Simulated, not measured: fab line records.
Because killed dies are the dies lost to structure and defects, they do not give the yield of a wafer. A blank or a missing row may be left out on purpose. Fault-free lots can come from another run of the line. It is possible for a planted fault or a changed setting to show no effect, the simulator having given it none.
Struck lot and sound lot, side by side	flow nand-harc	26 out of 1302 route steps
Sound: wafers L569.1, L569.3, L569.4. Struck: wafers L572.1, L572.4, L572.6. The cause comes at the end.
Per side, at each step with rows, come the tool, then ch with its chambers, and then its first start. Under that, the readings that differ: sound wafers	struck wafers	difference of the means	sigmas: that difference in standard deviations of wafers without a fault.
alike: readings whose means differ by less than 2 such deviations, and words and numbers that are the same on both sides. not compared: withheld readings, readings that some wafer has no value for, bounds like >300 that may hide the same value, and numbers for which the record gives no deviation and whose values overlap.
Wherever a step has rows on one side only, a row that says differs or no value, or a row with sigmas, the two part there. Numbers that have no deviation but don't overlap get no sigmas and don't part them. A reading that every wafer of one side lacks parts them only if that side has two wafers or more.

first, 6 steps without rows for these wafers: NHARC_P_GATE_STRIP_15 (strips in SPM, time 780 s); NHARC_P_GATE_PRECLEAN_71 (cleans in SC1); NHARC_P_GATE_SRD_72; NHARC_P_GATE_OXIDE_16 (material SiO2, target thk 3 nm, ox time 392 s); NHARC_P_GATE_CVD_17 (deposits poly-Si, target thk 150 nm, time 900 s); NHARC_P_GATE_HM_DEP_102 (deposits aC, target thk 120 nm).
NHARC_P_GATE_DEP_103: deposits SiON, target thk 30 nm.
  sound on pecvd-04 ch 1,2, day 8 09:29; struck on pecvd-03 ch 0,1,2, day 9 18:28
  alike: heater-power-w
then, 5 steps without rows for these wafers: NHARC_P_GATE_DEHYDRATE_18 (time 120 s); NHARC_P_GATE_HMDS_19 (time 30 s); NHARC_P_GATE_COAT_20 (resist thk 90 nm); NHARC_P_GATE_SOFTBAKE_21 (time 55 s); NHARC_P_GATE_EBR_22.
NHARC_P_GATE_EXPOSE_23: exposes mask P GATE, target cd 120 nm.
  sound on arfi-scanner-01 ch 0, day 8 09:53; struck on arfi-scanner-03 ch 0, day 9 18:51
reading	sound	struck	difference	sigmas
mask	P_GATE#0 P_GATE#0 P_GATE#0	P_GATE_R1#0 P_GATE_R1#0 P_GATE_R1#0	differs	
then, 2 steps without rows for these wafers: NHARC_P_GATE_PEB_24 (peb time 65 s); NHARC_P_GATE_DEVELOP_25 (develop time 35 s).
NHARC_P_GATE_CD_MEAS_26: the cd target is 120 nm.
  sound on cd-sem-02 ch 0, day 8 10:02; struck on cd-sem-03 ch 0, day 9 18:59
reading	sound	struck	difference	sigmas
cd-nm (nm)	120.2 119.5 119.9	108.1 109.1 108.6	-11.3	-20
NHARC_P_GATE_OVL_MEAS_27:
  struck on overlay-01, day 9 19:05; sound on overlay-02, day 8 10:07
reading	sound	struck	difference	sigmas
overlay-x-nm (nm)	1.0 1.2 0.4	-1.1 -1.3 -1.3	-2.1	-2
  alike: overlay-y-nm
NHARC_P_GATE_INSPECT_28:
  struck on defect-inspect-01, day 9 19:07; sound on defect-inspect-01, day 8 10:10
  alike: raw-defect-count
NHARC_P_GATE_DESCUM_31: chemistry O2, time 3 s.
  sound on rie-diel-10 ch 0,2,3, day 8 10:13; struck on rie-diel-06 ch 1,3, day 9 19:11
reading	sound	struck	difference	sigmas
model.P_GATE.cd-nm (nm)	120.1 120.1 120.3	107.9 109.9 108.7	-11.3	
  alike: drypump-motor-current-A, oes-product-au, rf-vpp-V, showerhead-plenum-p-Torr, throttle-valve-pct
  not compared: rf-hours-counter-h
NHARC_P_GATE_ETCH_104: etches the open film in CF4/CHF3, target depth 60 nm.
  sound on rie-diel-10 ch 0,2,3, day 8 10:18; struck on rie-diel-06 ch 1,2,3, day 9 19:16
  alike: drypump-motor-current-A, oes-product-au, rf-vpp-V, showerhead-plenum-p-Torr, throttle-valve-pct
NHARC_P_GATE_HM_OPEN_105: chemistry O2/COS, target depth 360 nm.
  sound: rie-diel-10 ch 0,2,3; struck: rie-diel-06 ch 0,1,2
  alike: drypump-motor-current-A, oes-product-au, rf-vpp-V, showerhead-plenum-p-Torr, throttle-valve-pct
  not compared: rf-hours-counter-h
then, 1 step without rows for these wafers: NHARC_P_GATE_STRIP_106 (strips in O2/COS).
NHARC_P_GATE_ETCH_114: etches the open film in CF4/O2, target depth 30 nm, overetch 3 nm, time 16.5 s.
  sound: rie-diel-10 ch 0,1,3; struck: rie-diel-06 ch 0,2,3
  alike: drypump-motor-current-A, oes-product-au, rf-vpp-V, showerhead-plenum-p-Torr, throttle-valve-pct
  not compared: rf-hours-counter-h
NHARC_P_GATE_ETCH_32: etches the open film in HBr/Cl2, target depth 150 nm, time 100.1 s.
  sound on rie-si-02 ch 0,1,2, day 8 10:41; struck on rie-si-05 ch 0,1, day 9 19:38
reading	sound	struck	difference	sigmas
model.P_GATE.cd-nm (nm)	122.5 121.2 119	112 115 110.3	-8	
  alike: drypump-motor-current-A, oes-product-au, throttle-valve-pct
  not compared: rf-hours-counter-h
NHARC_P_GATE_STRIP_108: strips in O2.
  sound on rie-diel-03 ch 0,1,2, day 8 10:52; struck on rie-diel-03 ch 1,3, day 9 19:49
  alike: drypump-motor-current-A, oes-product-au, rf-vpp-V, showerhead-plenum-p-Torr, throttle-valve-pct
  not compared: rf-hours-counter-h
-- break in the record here, with 19 days between the starts of the struck wafers on either side (left off in module P_GATE, picked up again in module END, where the first step shown is number 1302 on the route) --
NHARC_END_SORT_01:
  sound on prober-02 ch 0, day 28 06:53; struck on prober-02 ch 0, day 29 05:50
reading	sound	struck	difference	sigmas
killed-at-array	31 30 29	106 63 90	+56	+3
killed-dies	40 36 33	111 66 90	+53	+3
  alike: killed-at-other, killed-at-periphery, killed-open, killed-short

WHERE THEY PART
First at NHARC_P_GATE_EXPOSE_23; last, within this record, at NHARC_END_SORT_01.

WHY: what the simulator had put in
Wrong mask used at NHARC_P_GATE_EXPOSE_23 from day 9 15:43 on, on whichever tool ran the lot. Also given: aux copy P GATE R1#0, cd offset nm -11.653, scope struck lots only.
